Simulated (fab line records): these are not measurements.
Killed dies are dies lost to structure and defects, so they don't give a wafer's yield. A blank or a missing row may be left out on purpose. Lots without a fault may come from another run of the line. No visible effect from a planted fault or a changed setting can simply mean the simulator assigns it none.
Matching of chambers ; flow n5Finfet ; N5_BEOL_M10_ILD_DEP_00 on pecvd-04 has 3 sister chambers
The step deposits SiCOH lowk from DEMS/porogen, target thk 308.51 nm, time 58 s. 6 wafers are shown with their chamber, then 8 later ones without.

## WAFERS PAIRED WITH THEIR CHAMBERS
wafer;chamber;throttleValvePct (%);showerheadPlenumPTorr (Torr)
L076.1;2;13.3;5.740
L085.6;1;14.7;5.750
L090.1;0;15.1;5.750
L090.2;1;14.7;5.741
L090.5;0;15.0;5.761
L091.2;2;12.5;5.720

## WAFERS WITH NO CHAMBER GIVEN
wafer;throttleValvePct (%);showerheadPlenumPTorr (Torr)
L091.3;15.0;5.748
L091.4;14.8;5.742
L094.1;14.9;5.753
L094.4;12.7;5.735
L094.6;14.6;5.723
L097.2;14.9;5.772
L097.5;15.0;5.745
L097.6;14.8;5.750

## WHICH CHAMBER EACH WENT THROUGH
wafer;from the rows above;in truth
L091.3;can't be placed: 0 or 1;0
L091.4;can't be placed: 1 or 0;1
L094.1;can't be placed: 0 or 1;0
L094.4;2;2
L094.6;can't be placed: 1 or 0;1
L097.2;can't be placed: 0 or 1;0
L097.5;can't be placed: 1 or 0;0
L097.6;can't be placed: 1 or 0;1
1 of 8 placed correctly. Can't be placed from these rows: 7 (the true chamber is among the candidates in 7). 0 placed wrongly.
How it was worked out, from the rows above alone: a wafer's distance from a chamber is the root of the sum, over the readings, of the square of ((its reading less the chamber's mean) divided by the reading's scatter). The wafer belongs to the nearest chamber; if the next one is less than 2 further off, it can't be placed. Each chamber's mean is taken over the wafers shown for it. The scatter is the square root of a quotient: the sum, over the shown wafers, of each reading's squared deviation from its chamber's mean, divided by wafers minus chambers.
